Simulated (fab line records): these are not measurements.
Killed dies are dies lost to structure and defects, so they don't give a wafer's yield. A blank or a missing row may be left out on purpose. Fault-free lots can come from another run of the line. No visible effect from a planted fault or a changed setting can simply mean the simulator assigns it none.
Split-lot study :: flow n5Finfet :: 39 wafers read across 7 lots, on a route 1938 steps long

ON THE SPLIT
At N5_HKMG_FIN_EXPOSE_46 (exposes mask NDIPOLE), the setting doseMj was moved away from the recipe's 40 on 12 of the 39 wafers read, by -6.3% to +7.1%. This setting was run at the recipe's value on the other wafers.

FROM THE SPLIT TO THE READING: what the file shows between them, 2 steps
- N5_HKMG_FIN_PEB_47: peb time 60 s
- N5_HKMG_FIN_DEVELOP_48: develop time 30 s

THE READING
Shown in nm: cdNm at N5_HKMG_FIN_CD_MEAS_49, with target cd 202 nm. Fault-free wafers of this fab line usually give 202.3 nm, standard deviation 0.57 nm.

wafer: L075.1
tool, chamber at the split: arfiScanner-02, 0
doseMj as run: 40.91
against the recipe: +2.3%
cdNm, nm: 204.4
against lot-mates on the recipe: +1.4

wafer: L075.2
tool, chamber at the split: arfiScanner-02, 0
doseMj as run: 40
against the recipe: recipe
cdNm, nm: 203.5
against lot-mates on the recipe: -

wafer: L075.3
tool, chamber at the split: arfiScanner-02, 0
doseMj as run: 40.91
against the recipe: +2.3%
cdNm, nm: 203.6
against lot-mates on the recipe: +0.6

wafer: L075.4
tool, chamber at the split: arfiScanner-02, 0
doseMj as run: 40.91
against the recipe: +2.3%
cdNm, nm: 203.9
against lot-mates on the recipe: +0.9

wafer: L075.5
tool, chamber at the split: arfiScanner-02, 0
doseMj as run: 40
against the recipe: recipe
cdNm, nm: 203.0
against lot-mates on the recipe: -

wafer: L075.6
tool, chamber at the split: arfiScanner-02, 0
doseMj as run: 40
against the recipe: recipe
cdNm, nm: 202.6
against lot-mates on the recipe: -

wafer: L085.1
tool, chamber at the split: arfiScanner-01, 0
doseMj as run: 40
against the recipe: recipe
cdNm, nm: 203.1
against lot-mates on the recipe: -

wafer: L085.2
tool, chamber at the split: arfiScanner-01, 0
doseMj as run: 40
against the recipe: recipe
cdNm, nm: 201.7
against lot-mates on the recipe: -

wafer: L085.3
tool, chamber at the split: arfiScanner-01, 0
doseMj as run: 40
against the recipe: recipe
cdNm, nm: 202.7
against lot-mates on the recipe: -

wafer: L085.4
tool, chamber at the split: arfiScanner-01, 0
doseMj as run: 40
against the recipe: recipe
cdNm, nm: 202.4
against lot-mates on the recipe: -

wafer: L085.5
tool, chamber at the split: arfiScanner-01, 0
doseMj as run: 40
against the recipe: recipe
cdNm, nm: 201.6
against lot-mates on the recipe: -

wafer: L085.6
tool, chamber at the split: arfiScanner-01, 0
doseMj as run: 40
against the recipe: recipe
cdNm, nm: 202.5
against lot-mates on the recipe: -

wafer: L089.1
tool, chamber at the split: arfiScanner-01, 0
doseMj as run: 42.86
against the recipe: +7.1%
cdNm, nm: 205.5
against lot-mates on the recipe: +3.7

wafer: L089.2
tool, chamber at the split: arfiScanner-01, 0
doseMj as run: 42.86
against the recipe: +7.1%
cdNm, nm: 206.3
against lot-mates on the recipe: +4.5

wafer: L089.3
tool, chamber at the split: arfiScanner-01, 0
doseMj as run: 42.86
against the recipe: +7.1%
cdNm, nm: 206.5
against lot-mates on the recipe: +4.7

wafer: L089.4
tool, chamber at the split: arfiScanner-01, 0
doseMj as run: 40
against the recipe: recipe
cdNm, nm: 202.2
against lot-mates on the recipe: -

wafer: L089.5
tool, chamber at the split: arfiScanner-01, 0
doseMj as run: 40
against the recipe: recipe
cdNm, nm: 201.9
against lot-mates on the recipe: -

wafer: L089.6
tool, chamber at the split: arfiScanner-01, 0
doseMj as run: 40
against the recipe: recipe
cdNm, nm: 201.3
against lot-mates on the recipe: -

wafer: L090.1
tool, chamber at the split: arfiScanner-01, 0
doseMj as run: 40
against the recipe: recipe
cdNm, nm: 202.1
against lot-mates on the recipe: -

wafer: L090.2
tool, chamber at the split: arfiScanner-01, 0
doseMj as run: 40
against the recipe: recipe
cdNm, nm: 202.7
against lot-mates on the recipe: -

wafer: L090.3
tool, chamber at the split: arfiScanner-01, 0
doseMj as run: 37.47
against the recipe: -6.3%
cdNm, nm: 198.5
against lot-mates on the recipe: -3.8

wafer: L090.4
tool, chamber at the split: arfiScanner-01, 0
doseMj as run: 40
against the recipe: recipe
cdNm, nm: 202.1
against lot-mates on the recipe: -

wafer: L090.5
tool, chamber at the split: arfiScanner-01, 0
doseMj as run: 37.47
against the recipe: -6.3%
cdNm, nm: 198.6
against lot-mates on the recipe: -3.7

wafer: L090.6
tool, chamber at the split: arfiScanner-01, 0
doseMj as run: 37.47
against the recipe: -6.3%
cdNm, nm: 197.3
against lot-mates on the recipe: -5.0

wafer: L092.1
tool, chamber at the split: arfiScanner-01, 0
doseMj as run: 40
against the recipe: recipe
cdNm, nm: 202.1
against lot-mates on the recipe: -

wafer: L092.2
tool, chamber at the split: arfiScanner-01, 0
doseMj as run: 40
against the recipe: recipe
cdNm, nm: 201.7
against lot-mates on the recipe: -

wafer: L092.3
tool, chamber at the split: arfiScanner-01, 0
doseMj as run: 40
against the recipe: recipe
cdNm, nm: 201.9
against lot-mates on the recipe: -

wafer: L092.4
tool, chamber at the split: arfiScanner-01, 0
doseMj as run: 40
against the recipe: recipe
cdNm, nm: 202.8
against lot-mates on the recipe: -

wafer: L092.5
tool, chamber at the split: arfiScanner-01, 0
doseMj as run: 40
against the recipe: recipe
cdNm, nm: 203.1
against lot-mates on the recipe: -

wafer: L092.6
tool, chamber at the split: arfiScanner-01, 0
doseMj as run: 40
against the recipe: recipe
cdNm, nm: 203.0
against lot-mates on the recipe: -

wafer: L094.1
tool, chamber at the split: arfiScanner-02, 0
doseMj as run: 40
against the recipe: recipe
cdNm, nm: 202.0
against lot-mates on the recipe: -

wafer: L094.2
tool, chamber at the split: arfiScanner-02, 0
doseMj as run: 41.22
against the recipe: +3.0%
cdNm, nm: 203.9
against lot-mates on the recipe: +1.7

wafer: L094.3
tool, chamber at the split: arfiScanner-02, 0
doseMj as run: 41.22
against the recipe: +3.0%
cdNm, nm: 204.4
against lot-mates on the recipe: +2.2

wafer: L094.4
tool, chamber at the split: arfiScanner-02, 0
doseMj as run: 41.22
against the recipe: +3.0%
cdNm, nm: 203.8
against lot-mates on the recipe: +1.6

wafer: L094.5
tool, chamber at the split: arfiScanner-02, 0
doseMj as run: 40
against the recipe: recipe
cdNm, nm: 201.8
against lot-mates on the recipe: -

wafer: L094.6
tool, chamber at the split: arfiScanner-02, 0
doseMj as run: 40
against the recipe: recipe
cdNm, nm: 202.8
against lot-mates on the recipe: -

wafer: L095.1
tool, chamber at the split: arfiScanner-01, 0
doseMj as run: 40
against the recipe: recipe
cdNm, nm: 202.1
against lot-mates on the recipe: -

wafer: L095.2
tool, chamber at the split: arfiScanner-01, 0
doseMj as run: 40
against the recipe: recipe
cdNm, nm: 202.7
against lot-mates on the recipe: -

wafer: L095.4
tool, chamber at the split: arfiScanner-01, 0
doseMj as run: 40
against the recipe: recipe
cdNm, nm: 202.3
against lot-mates on the recipe: -

THE FIT
A straight line over all 39 wafers: cdNm changes by +0.593 nm for each +1% of doseMj; r = +0.95; the points scatter about the line by 0.56 nm.
The same after taking each lot's own level away (the mean of its wafers on the recipe; 39 wafers): +0.618 nm for each +1%; r = +0.97; scatter 0.47 nm.
The reading moves by 4.4 nm for the largest change in doseMj, on that fit.
The lots' own levels span 201.80 to 203.03 nm, that is 2.2 times the standard deviation above.
The two slopes are in agreement: the lot-to-lot level therefore moves the slope only a little.
Check: +4.48 nm against its lot-mates is what the line predicts for one of the wafers moved furthest among these (+7.1%) when that wafer is left out of the fit. Against them it came out at +3.7 nm.

FURTHER SPLITS ON THESE WAFERS
These wafers also went through other splits before the reading. Each is held against what the fit with the lots' levels taken away leaves over:
other split on the same wafers: N5_FIN_CUT_ETCH_21 biasW
wafers away from the commonest value: 12
r with cdNm (lot level and that fit taken away): +0.01

other split on the same wafers: N5_DUMMY_GATE_ETCH_42 biasW
wafers away from the commonest value: 12
r with cdNm (lot level and that fit taken away): -0.03

FILE'S OWN FIT
cdNm changes by +0.615 nm for each +1% of doseMj, r = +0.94.
